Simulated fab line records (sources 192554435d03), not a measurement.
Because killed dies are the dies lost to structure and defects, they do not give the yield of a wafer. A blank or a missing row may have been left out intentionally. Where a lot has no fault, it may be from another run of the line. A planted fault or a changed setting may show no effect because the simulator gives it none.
Struck lot and sound lot, side by side	flow n5_finfet	15 out of 1938 route steps
Sound: the wafers L120.3, L120.4, L120.6. Struck: wafer L128.2 (left out: L128.1, L128.3 of the same lot, which were not struck); the cause appears at the end.
Each step with rows lists, per side, the tool, then ch with its chambers, then its first start. Under that, the readings that differ: sound wafers	struck wafers	difference of the means	sigmas: that difference in standard deviations of wafers without a fault.
alike: same words and numbers on both sides, and readings whose means sit less than 2 such deviations apart. not compared: any withheld reading, any reading some wafer has no value for, any bound like >300 that may hide the same value, and any number with overlapping values for which the record gives no deviation.
The two part at a step that has a row with sigmas, a row that says differs or no value, or rows on one side only. When numbers do not overlap yet have no deviation, they are printed without sigmas and do not part them. A reading that every wafer of one side lacks parts them only if that side has two wafers or more.

first, 1 step without rows for these wafers: N5_HKMG_FIN_STRIP_33 (strips in N2/H2).
N5_HKMG_FIN_STRIP_34: strips in CF4.
  sound on rie_diel-05 ch 0,1,2, day 4 19:43; struck on rie_diel-01 ch 1, day 6 16:52
  alike: drypump_motor_current_A, oes_product_au, rf_vpp_V, showerhead_plenum_p_Torr, throttle_valve_pct
  not compared: rf_hours_counter_h
then, 3 steps without rows for these wafers: N5_HKMG_FIN_ETCH_35 (etches SOC in N2/H2, target depth 215.8 nm, time 243.4 s); N5_HKMG_FIN_STRIP_92 (strips SOC in N2/H2, time 20 s); N5_HKMG_FIN_WET_ETCH_18 (etches TiN in SC1, time 55 s, target depth 5.2 nm, rinse time 30 s).
N5_HKMG_FIN_STRIP_19: strips in N2/H2, time 360 s.
  sound on plasma_asher-01 ch 0,1, day 4 20:09; struck on plasma_asher-01 ch 1, day 6 17:13
reading	sound	struck	difference	sigmas
rf_hours_counter_h (h)	- - -	47	no value on the sound wafers	
  alike: drypump_motor_current_A, heater_power_w
N5_HKMG_FIN_ALD_91: deposits TiN, target thk 1 nm, pulse time 1 s, purge time 3 s.
  sound on ald_metal-04 ch 0,1,2, day 4 20:25; struck on ald_metal-02 ch 1, day 6 17:36
  alike: heater_power_w, precursor_pulse_height_rel, susceptor_temp_C
  not compared: ald_cycles
then, 1 step without rows for these wafers: N5_HKMG_FIN_COAT_85 (time 60 s, resist thk 300 nm).
N5_HKMG_FIN_ETCH_86: etches SOC in N2/H2, stops on TiN, target depth 393.2 nm.
  sound on rie_diel-05 ch 1,3, day 4 20:46; struck on rie_diel-01 ch 1, day 6 17:56
reading	sound	struck	difference	sigmas
oes_product_au (a.u.)	0.73 0.69 0.70	0.91	+0.20	+2
  alike: drypump_motor_current_A, rf_vpp_V, showerhead_plenum_p_Torr, throttle_valve_pct
  not compared: rf_hours_counter_h
then, 2 steps without rows for these wafers: N5_HKMG_FIN_STRIP_89 (strips SOC in N2/H2, time 20 s); N5_HKMG_FIN_WET_ETCH_87 (etches TiN in SC1, time 154.2 s, target depth 4.7 nm, rinse time 30 s).
N5_HKMG_FIN_STRIP_88: strips in N2/H2, time 360 s.
  sound on plasma_asher-02 ch 0,1, day 4 21:08; struck on plasma_asher-02 ch 1, day 6 18:11
reading	sound	struck	difference	sigmas
rf_hours_counter_h (h)	- - -	100	no value on the sound wafers	
  alike: drypump_motor_current_A, heater_power_w
N5_HKMG_FIN_NWFM_ALD_20: deposits TiAlC, target thk 2 nm, pulse time 3 s, purge time 2 s.
  sound on ald_metal-02 ch 1,2,3, day 4 21:24; struck on ald_metal-03 ch 2, day 6 18:34
reading	sound	struck	difference	sigmas
ald_cycles	7 7 7	2	-5	
model.TiAlC_of_HKMG_FIN_NWFM_ALD_20.thk_nm (nm)	2 2 2	0.6	-1.4	
  alike: heater_power_w, precursor_pulse_height_rel
  not compared: susceptor_temp_C
then, 1 step without rows for these wafers: N5_HKMG_FIN_ALD_71 (deposits TiN, target thk 1 nm, pulse time 1 s, purge time 3 s).
-- the record jumps here: 8 days lie between the struck wafers' starts before and after (it left off in module HKMG_FIN and takes up again in module PASSIVATION, whose first step shown is number 1936 of the route) --
N5_PASSIVATION_PROBE_49:
  the record has rows for the struck wafers here (prober-02, day 14 12:52) and none for the sound ones

WHERE THEY PART
Earliest at N5_HKMG_FIN_STRIP_19; latest, in this record, at N5_PASSIVATION_PROBE_49.

WHY: whatever the simulator had introduced
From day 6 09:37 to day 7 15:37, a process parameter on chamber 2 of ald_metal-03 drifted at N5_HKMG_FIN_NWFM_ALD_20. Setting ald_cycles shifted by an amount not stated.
